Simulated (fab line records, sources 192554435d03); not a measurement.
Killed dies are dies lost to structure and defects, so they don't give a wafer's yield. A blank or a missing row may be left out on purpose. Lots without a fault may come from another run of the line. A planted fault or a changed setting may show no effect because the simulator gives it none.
Chamber matching | flow n5_finfet | N5_MOL_CONTACT_COAG_ETCH_106 on rie_diel-06: 4 sister chambers
The step etches SOC in N2/H2, target depth 80 nm, overetch 16 nm, time 120 s. 8 wafers are shown with their chamber, then 9 later ones without.

WAFERS WITH THEIR CHAMBER
wafer  | chamber | drypump_motor_current_A (A) | throttle_valve_pct (%)
L087.1 | 0       | 5.0                         | 18.05
L087.5 | 0       | 5.0                         | 18.03
L087.6 | 1       | 5.4                         | 17.40
L090.1 | 1       | 5.4                         | 17.42
L090.4 | 3       | 6.4                         | 17.75
L091.1 | 3       | 6.4                         | 17.76
L091.2 | 2       | 5.6                         | 17.49
L091.6 | 2       | 5.7                         | 17.50

WAFERS WITHOUT THEIR CHAMBER
wafer  | drypump_motor_current_A (A) | throttle_valve_pct (%)
L092.1 | 5.1                         | 18.05
L092.2 | 5.7                         | 17.51
L092.4 | 5.4                         | 17.43
L095.1 | 5.6                         | 17.49
L095.2 | 5.4                         | 17.43
L095.6 | 6.5                         | 17.76
L097.1 | 5.5                         | 17.44
L097.2 | 5.6                         | 17.53
L097.5 | 5.4                         | 17.44

WHICH CHAMBER EACH WENT THROUGH
wafer  | from the rows above | in truth
L092.1 | 0                   | 0
L092.2 | 2                   | 2
L092.4 | 1                   | 1
L095.1 | 2                   | 2
L095.2 | 1                   | 1
L095.6 | 3                   | 3
L097.1 | 1                   | 1
L097.2 | 2                   | 2
L097.5 | 1                   | 1
Placed correctly: 9 of 9. Can't be placed from these rows: 0. Placed wrongly: 0.
How it was worked out, from the rows above alone: a wafer's distance from a chamber is the root of the sum, over the readings, of the square of ((its reading less the chamber's mean) divided by the reading's scatter). The wafer belongs to the nearest chamber; if the next one is less than 2 further off, it can't be placed. A chamber's mean is the mean of its shown wafers. The scatter: the root of (the sum of the squares of (reading less its chamber's mean) over the shown wafers, divided by (wafers less chambers)).
